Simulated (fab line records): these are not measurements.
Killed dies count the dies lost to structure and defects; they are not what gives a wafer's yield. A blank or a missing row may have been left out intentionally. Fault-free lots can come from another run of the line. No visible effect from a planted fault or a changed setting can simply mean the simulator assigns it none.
Which of the tools did it? :: flow n5 finfet :: 10 lots with 29 wafers sampled at 5 steps, on a route of 1938 steps

## WHAT THE GAUGES READ, wafer by wafer
N5_BEOL_M3_INSPECT_13: inspects for defects (brightfield).
lot: L763
measured: day 7 03:49
on: defect inspect-02
raw defect count: 394 420 469

lot: L764
measured: day 7 17:32
on: defect inspect-01
raw defect count: 338 327 401

lot: L768
measured: day 8 12:13
on: defect inspect-02
raw defect count: 338 426 320

lot: L769
measured: day 8 15:59
on: defect inspect-02
raw defect count: 261 455 404

lot: L774
measured: day 10 02:36
on: defect inspect-01
raw defect count: 388 396 426

lot: L775
measured: day 10 09:08
on: defect inspect-01
raw defect count: 543 558

lot: L776
measured: day 10 09:58
on: defect inspect-01
raw defect count: 1076 1095 1020

lot: L778
measured: day 10 21:44
on: defect inspect-02
raw defect count: 1136 1174 1213

lot: L779
measured: day 11 13:38
on: defect inspect-02
raw defect count: 417 410 423

lot: L783
measured: day 12 00:04
on: defect inspect-02
raw defect count: 578 471 650

## EACH LOT AND THE TOOL THAT RAN IT (in order: tool; ch and the chambers of the sampled wafers; start)
lot: L763
N5_BEOL_M2_ANNEAL_87: pvd sputter-02, day 7 00:23
N5_BEOL_M2_SPUTTER_88: pvd sputter-02, day 7 00:31
N5_BEOL_M2_PRE_CLEAN_60: cvd co-01 ch 0,1,2, day 7 02:14
N5_BEOL_M3_HM_DEP_02: pvd sputter-01, day 7 03:13

lot: L764
N5_BEOL_M2_ANNEAL_87: pvd sputter-01, day 7 11:22
N5_BEOL_M2_SPUTTER_88: pvd sputter-01, day 7 11:30
N5_BEOL_M2_PRE_CLEAN_60: cvd co-01 ch 0,1,2, day 7 13:13
N5_BEOL_M3_HM_DEP_02: pvd sputter-03, day 7 17:03

lot: L768
N5_BEOL_M2_ANNEAL_87: pvd sputter-02, day 8 09:18
N5_BEOL_M2_SPUTTER_88: pvd sputter-02, day 8 09:26
N5_BEOL_M2_PRE_CLEAN_60: cvd co-02 ch 0,1,2, day 8 11:08
N5_BEOL_M3_HM_DEP_02: pvd sputter-03, day 8 11:37

lot: L769
N5_BEOL_M2_ANNEAL_87: pvd sputter-03, day 8 12:32
N5_BEOL_M2_SPUTTER_88: pvd sputter-03, day 8 12:40
N5_BEOL_M2_PRE_CLEAN_60: cvd co-02 ch 0,2, day 8 14:29
N5_BEOL_M3_HM_DEP_02: pvd sputter-01, day 8 15:31

lot: L774
N5_BEOL_M2_ANNEAL_87: pvd sputter-03, day 9 20:10
N5_BEOL_M2_SPUTTER_88: pvd sputter-03, day 9 20:19
N5_BEOL_M2_PRE_CLEAN_60: cvd co-01 ch 1,2, day 9 22:02
N5_BEOL_M3_HM_DEP_02: pvd sputter-01, day 10 01:59

lot: L775
N5_BEOL_M2_ANNEAL_87: pvd sputter-02, day 10 05:44
N5_BEOL_M2_SPUTTER_88: pvd sputter-02, day 10 05:53
N5_BEOL_M2_PRE_CLEAN_60: cvd co-02 ch 0,2, day 10 07:37
N5_BEOL_M3_HM_DEP_02: pvd sputter-01, day 10 08:39

lot: L776
N5_BEOL_M2_ANNEAL_87: pvd sputter-03, day 10 07:11
N5_BEOL_M2_SPUTTER_88: pvd sputter-03, day 10 07:19
N5_BEOL_M2_PRE_CLEAN_60: cvd co-02 ch 0,1,2, day 10 09:02
N5_BEOL_M3_HM_DEP_02: pvd sputter-01, day 10 09:29

lot: L778
N5_BEOL_M2_ANNEAL_87: pvd sputter-03, day 10 18:45
N5_BEOL_M2_SPUTTER_88: pvd sputter-03, day 10 18:53
N5_BEOL_M2_PRE_CLEAN_60: cvd co-01 ch 1,2, day 10 20:41
N5_BEOL_M3_HM_DEP_02: pvd sputter-01, day 10 21:14

lot: L779
N5_BEOL_M2_ANNEAL_87: pvd sputter-02, day 11 09:17
N5_BEOL_M2_SPUTTER_88: pvd sputter-02, day 11 09:25
N5_BEOL_M2_PRE_CLEAN_60: cvd co-01 ch 0,1,2, day 11 11:17
N5_BEOL_M3_HM_DEP_02: pvd sputter-02, day 11 13:08

lot: L783
N5_BEOL_M2_ANNEAL_87: pvd sputter-03, day 11 20:28
N5_BEOL_M2_SPUTTER_88: pvd sputter-03, day 11 20:36
N5_BEOL_M2_PRE_CLEAN_60: cvd co-01 ch 0,2, day 11 22:23
N5_BEOL_M3_HM_DEP_02: pvd sputter-02, day 11 23:34
- N5_BEOL_M2_ANNEAL_87: time 240 s.
- N5_BEOL_M2_SPUTTER_88: material Cu, target thk 4.5 nm, time 8.29 s.
- N5_BEOL_M2_PRE_CLEAN_60: time 15 s.
- N5_BEOL_M3_HM_DEP_02: deposits TiN, target thk 20 nm.

## THE ANSWER, worked out from the rows above alone
Rule: the lots themselves supply what counts as usual. The widest of any qualifying gaps counts: lots, ordered by their means at a reading, are off when they make up no more than a third of the lots, leave a main group of 4 or more, and stand apart from it by 3 or more times the standard deviation of that group's means. Not used: any main group whose means are identical at the precision the tables above print for the reading. Also off: a lot with no number at a reading for which 4 or more lots have one. The other lots that the step has rows for count as sound.
Off, at N5_BEOL_M3_INSPECT_13 on raw defect count: L776, L778. Main group: mean 432, sd 77.
A tool fits if, at a process step before that reading, it ran every lot that is off, and no sound lot after the first of them. Gauges at N5_BEOL_M3_INSPECT_13: tried the same way as those tools. One fits: pvd sputter-01 at N5_BEOL_M3_HM_DEP_02. A fault onset in the window from L775 (day 10 08:39, its last sound lot) to L776 (day 10 09:29, its first lot off) fits.

## WHAT WAS PUT IN BY THE SIMULATOR
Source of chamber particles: pvd sputter-01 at N5_BEOL_M3_HM_DEP_02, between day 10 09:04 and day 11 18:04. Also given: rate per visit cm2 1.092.
Struck lots among those shown: L776, L778. The same result came from the rule above.
